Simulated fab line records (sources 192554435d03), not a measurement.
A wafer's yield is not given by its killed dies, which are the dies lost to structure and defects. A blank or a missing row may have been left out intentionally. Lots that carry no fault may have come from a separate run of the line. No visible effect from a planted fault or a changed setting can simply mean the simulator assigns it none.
A lot that was struck, set against a sound lot + flow n5Finfet + 24 out of 1938 route steps
Sound: these wafers, L130.1, L130.2, L130.5. Struck: wafers L147.1, L147.3, L147.6. At the end, the cause is stated.
Each step with rows lists, per side, the tool, then ch with its chambers, then its first start. Under that, the readings that differ: sound wafers + struck wafers + difference of the means + sigmas: that difference in standard deviations of wafers without a fault.
alike: same words and numbers on both sides, and readings whose means sit less than 2 such deviations apart. not compared: any withheld reading, any reading some wafer has no value for, any bound like >300 that may hide the same value, and any number with overlapping values for which the record gives no deviation.
A row with sigmas, a row that says differs or no value, or rows on one side alone: a step with any of these is where the two part. Non-overlapping numbers with no deviation appear without sigmas and do not part them. A reading missing from all wafers of one side parts the sides only when that side holds two or more wafers.

N5_BEOL_M5_CO_CAP_78: material Co, precursor CCTBA/H2, target thk 2 nm, time 102.1 s.
  sound on cvdCo-02 ch 0,2, day 9 04:28; struck on cvdCo-02 ch 0,1,2, day 13 07:31
  alike: heaterPowerW
then, 1 step without rows for these wafers: N5_BEOL_M5_PRE_CLEAN_55 (time 15 s).
N5_BEOL_M5_DEP_56: deposits SiCN from 3MS/NH3, target thk 8 nm, time 14 s.
  sound on pecvd-02 ch 1,2, day 9 04:35; struck on pecvd-02 ch 1,2, day 13 07:38
  alike: showerheadPlenumPTorr, throttleValvePct
N5_BEOL_M5_RS_MEAS_57: measurement is done with a four-point probe.
  sound: filmMetro-02 at day 9 04:40; struck: filmMetro-01 at day 13 07:43
  alike: M5_RS
N5_BEOL_M5_INSPECT_58: inspects for defects (darkfield).
  sound: defectInspect-01 at day 9 04:41; struck: defectInspect-02 at day 13 07:44
  alike: rawDefectCount
then, 2 steps without rows for these wafers: N5_BEOL_M6_ILD_DEP_00 (deposits SiCOH lowk from DEMS/porogen, target thk 179.75 nm, time 33.4 s); N5_BEOL_M6_CURE_74 (cures SiCOH lowk, time 240 s).
N5_BEOL_M6_THK_MEAS_01:
  sound: filmMetro-02 at day 9 05:23; struck: filmMetro-01 at day 13 08:22
  alike: M6_ILD_THK
N5_BEOL_M6_PECVD_70: deposits SiO2 from TEOS/O2, target thk 20 nm, time 22.7 s.
  sound on pecvd-04 ch 1,2, day 9 05:26; struck on pecvd-04 ch 0,2, day 13 08:25
  alike: heaterPowerW, showerheadPlenumPTorr, throttleValvePct
N5_BEOL_M6_HM_DEP_02: deposits TiN, target thk 20 nm.
  sound: pvdSputter-01 at day 9 06:44; struck: pvdSputter-01 at day 13 10:17
  alike: throttleValvePct
then, 2 steps without rows for these wafers: N5_BEOL_M6_COAT_59 (time 60 s, resist thk 100 nm); N5_BEOL_M6_COAT_60 (time 60 s, resist thk 35 nm).
N5_BEOL_M6_COAT_05: resist thk 90 nm.
  sound on lithoTrack-01 ch 0, day 9 06:52; struck on lithoTrack-02 ch 0, day 13 10:25
| reading                                     | sound                | struck               | difference | sigmas |
|---------------------------------------------|----------------------|----------------------|------------|--------|
| spinSpeedRpm (rpm)                          | 1501.3 1499.9 1499.4 | 1414.8 1411.0 1412.3 | -87.5      | -73    |
| model.CAR-ArF_of_BEOL_M6_COAT_05.thkNm (nm) | 90 89.8 90           | 92.8 92.8 92.6       | +2.8       |        |
  alike: dispensePressureKPa
then, 5 steps without rows for these wafers: N5_BEOL_M6_EBR_07; N5_BEOL_M6_SOFTBAKE_06 (time 60 s); N5_BEOL_M6_EXPOSE_08 (exposes mask M6); N5_BEOL_M6_PEB_09 (peb time 60 s); N5_BEOL_M6_DEVELOP_10 (develop time 30 s).
N5_BEOL_M6_CD_MEAS_11: the cd target is 38.5 nm.
  sound on cdSem-01 ch 0, day 9 07:14; struck on cdSem-02 ch 0, day 13 10:47
  alike: cdNm
N5_BEOL_M6_OVL_MEAS_12:
  sound on overlay-01 ch 0, day 9 07:16; struck on overlay-01 ch 0, day 13 10:49
  alike: M6_OVL
N5_BEOL_M6_INSPECT_13: inspects for defects (brightfield).
  sound: defectInspect-01 at day 9 07:17; struck: defectInspect-02 at day 13 10:50
  alike: rawDefectCount
N5_BEOL_M6_DESCUM_16: chemistry O2, time 7.9 s.
  sound on rieDiel-04 ch 1,2,3, day 9 07:19; struck on rieDiel-05 ch 0,1,3, day 13 10:59
  alike: drypumpMotorCurrentA, oesProductAu, rfVppV, showerheadPlenumPTorr, throttleValvePct
  not compared: rfHoursCounterH
N5_BEOL_M6_ETCH_61: etches SiARC in CF4, target depth 45.5 nm, time 75.8 s.
  sound on rieDiel-04 ch 1,2,3, day 9 07:22; struck on rieDiel-05 ch 0,1,3, day 13 11:01
| reading                                     | sound          | struck         | difference | sigmas |
|---------------------------------------------|----------------|----------------|------------|--------|
| model.CAR-ArF_of_BEOL_M6_COAT_05.thkNm (nm) | 50.8 50.8 50.8 | 53.8 53.6 53.6 | +2.9       |        |
  alike: biasW, drypumpMotorCurrentA, etchRfOnTimeS, oesProductAu, rfVppV, showerheadPlenumPTorr, throttleValvePct
  not compared: rfHoursCounterH
then, 1 step without rows for these wafers: N5_BEOL_M6_ETCH_62 (etches SOC in N2/H2, target depth 110 nm, overetch 22 nm, time 165 s).

WHERE THEY PART
Only at N5_BEOL_M6_COAT_05, as far as this record shows. Later steps at which nothing parts them and some readings are alike: N5_BEOL_M6_CD_MEAS_11, N5_BEOL_M6_OVL_MEAS_12, N5_BEOL_M6_INSPECT_13, N5_BEOL_M6_DESCUM_16, N5_BEOL_M6_ETCH_61.

WHY: whatever the simulator had introduced
Drift in process parameters on lithoTrack-02 at N5_BEOL_M6_COAT_05, starting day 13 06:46. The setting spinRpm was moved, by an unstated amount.
